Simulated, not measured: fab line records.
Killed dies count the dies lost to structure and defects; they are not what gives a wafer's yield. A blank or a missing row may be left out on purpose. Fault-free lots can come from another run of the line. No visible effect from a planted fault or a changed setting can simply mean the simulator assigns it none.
A struck lot beside a sound one || flow n5_finfet || 20 out of 1938 route steps
Sound: these wafers, L842.1, L842.3, L842.4. Struck: wafer L832.5; the same lot's L832.4 was not struck, so it is left out; see the end for the cause.
Order at every step that has rows: each side's tool, ch and its chambers, its first start. Under that, the readings that differ: sound wafers || struck wafers || difference of the means || sigmas: that difference in standard deviations of wafers without a fault.
alike: words and numbers the same on both sides, and readings whose means are apart by under 2 such deviations; not compared: readings that were withheld, readings missing a value for some wafer, numbers with overlapping values and no deviation given by the record, and bounds like >300 which may hide the same value.
Wherever a step has rows on one side only, a row that says differs or no value, or a row with sigmas, the two part there. When numbers do not overlap yet have no deviation, they are printed without sigmas and do not part them. Lack of a reading on every wafer of one side parts them only where that side has two or more wafers.

first, 9 steps without rows for these wafers: N5_BEOL_M2_COAT_67 (time 60 s, resist thk 60 nm); N5_BEOL_M2_COAT_68 (time 60 s, resist thk 12 nm); N5_BEOL_M2_COAT_76 (time 60 s, resist thk 5 nm); N5_BEOL_M2_COAT_22 (resist thk 30 nm); N5_BEOL_M2_EBR_24; N5_BEOL_M2_SOFTBAKE_23 (time 60 s); N5_BEOL_M2_EXPOSE_25 (exposes mask V1, defocus 5 nm); N5_BEOL_M2_PEB_26 (peb time 60 s); N5_BEOL_M2_DEVELOP_27 (develop time 30 s).
N5_BEOL_M2_CD_MEAS_28: target cd 26.2 nm, target cd y 24.1 nm.
  sound on cd_sem-03 ch 0, day 12 04:41; struck on cd_sem-02 ch 0, day 9 13:22
{"reading": "cd_nm (nm)", "sound": "26.38 26.21 26.72", "struck": 25.78, "difference": -0.66, "sigmas": -3}
N5_BEOL_M2_OVL_MEAS_29:
  sound on overlay-01 ch 0, day 12 04:43; struck on overlay-01 ch 0, day 9 13:24
  alike: V1_OVL
N5_BEOL_M2_INSPECT_30: inspects for defects (brightfield).
  sound on defect_inspect-01, day 12 04:46; struck on defect_inspect-02, day 9 13:26
  alike: raw_defect_count
N5_BEOL_M2_DESCUM_33: chemistry O2, time 7 s.
  sound on rie_diel-02 ch 0,1,3, day 12 04:49; struck on rie_diel-01 ch 3, day 9 13:32
{"reading": "drypump_motor_current_A (A)", "sound": "5.6 6.0 6.1", "struck": 4.8, "difference": -1.1, "sigmas": -2}
{"reading": "model.CAR-EUV_of_BEOL_M2_COAT_22.thk_nm (nm)", "sound": "26.2 26.2 26.2", "struck": 25.4, "difference": -0.8, "sigmas": ""}
  alike: oes_product_au, rf_vpp_V, showerhead_plenum_p_Torr, throttle_valve_pct
  not compared: rf_hours_counter_h
N5_BEOL_M2_ETCH_77: etches underlayer in N2/H2, target depth 6.5 nm, time 5.2 s.
  sound on rie_diel-02 ch 0,1,3, day 12 04:52; struck on rie_diel-01 ch 3, day 9 13:34
{"reading": "drypump_motor_current_A (A)", "sound": "5.7 6.1 6.1", "struck": 4.8, "difference": -1.2, "sigmas": -2}
  alike: etch_rf_on_time_s, oes_product_au, rf_vpp_V, showerhead_plenum_p_Torr, throttle_valve_pct
  not compared: rf_hours_counter_h
N5_BEOL_M2_ETCH_69: etches SiARC in CF4, target depth 15.6 nm, time 26 s.
  sound on rie_diel-02 ch 0,1,3, day 12 04:52; struck on rie_diel-01 ch 3, day 9 13:37
{"reading": "drypump_motor_current_A (A)", "sound": "5.6 6.1 6.1", "struck": 4.8, "difference": -1.1, "sigmas": -2}
  alike: etch_rf_on_time_s, oes_product_au, rf_vpp_V, showerhead_plenum_p_Torr, throttle_valve_pct
  not compared: rf_hours_counter_h
N5_BEOL_M2_ALD_98: deposits SiO2, target thk 2.5 nm, pulse time 1 s, co reactant pulse time 1 s.
  sound on ald_sin-03 ch 0,2,3, day 12 04:58; struck on ald_sin-02 ch 0, day 9 14:08
{"reading": "heater_power_w (W)", "sound": "83 84 83", "struck": 72, "difference": -11, "sigmas": -2}
  alike: precursor_pulse_height_rel
N5_BEOL_M2_ETCHBACK_99: etches SiO2 in CHF3, target depth 5 nm, time 10.4 s.
  sound on rie_diel-02 ch 1,2,3, day 12 09:07; struck on rie_diel-01 ch 1, day 9 14:53
{"reading": "model.CAR-EUV_of_BEOL_M2_COAT_22.thk_nm (nm)", "sound": "10.6 10.4 10.4", "struck": 9.8, "difference": -0.7, "sigmas": ""}
  alike: CHF3_flow_sccm, drypump_motor_current_A, oes_product_au, rf_vpp_V, showerhead_plenum_p_Torr, throttle_valve_pct
  not compared: rf_hours_counter_h
N5_BEOL_M2_ETCH_70: etches SOC in N2/H2, target depth 80 nm, overetch 24 nm, time 130 s.
  sound on rie_diel-02 ch 1,2,3, day 12 09:10; struck on rie_diel-01 ch 1, day 9 14:56
  alike: drypump_motor_current_A, oes_product_au, rf_vpp_V, showerhead_plenum_p_Torr, throttle_valve_pct
  not compared: rf_hours_counter_h
N5_BEOL_M4_RC_MEAS_101:
  sound on prober-01 ch 0, day 13 10:13; struck on prober-02 ch 0, day 10 16:26
{"reading": "IOFF_P (nA/um)", "sound": "0.198 0.176 0.160", "struck": 0.275, "difference": "+0.097", "sigmas": "+3"}
{"reading": "ION_N (uA/um)", "sound": "666 665 660", "struck": 686, "difference": "+22", "sigmas": "+3"}
{"reading": "ION_P (uA/um)", "sound": "450 456 454", "struck": 478, "difference": "+25", "sigmas": "+4"}
{"reading": "VT_N (mV)", "sound": "251.3 251.7 253.9", "struck": 245.2, "difference": -7.1, "sigmas": -3}
{"reading": "VT_P (mV)", "sound": "-254 -255 -253", "struck": -246, "difference": "+8", "sigmas": "+3"}
  alike: DIBL_N, DIBL_P, IOFF_N, SS_N, SS_P
then, 1 step without rows for these wafers: N5_PASSIVATION_PROBE_49.

WHERE THEY PART
First at N5_BEOL_M2_CD_MEAS_28; last, within this record, at N5_BEOL_M4_RC_MEAS_101.

WHY: the cause the simulator had injected
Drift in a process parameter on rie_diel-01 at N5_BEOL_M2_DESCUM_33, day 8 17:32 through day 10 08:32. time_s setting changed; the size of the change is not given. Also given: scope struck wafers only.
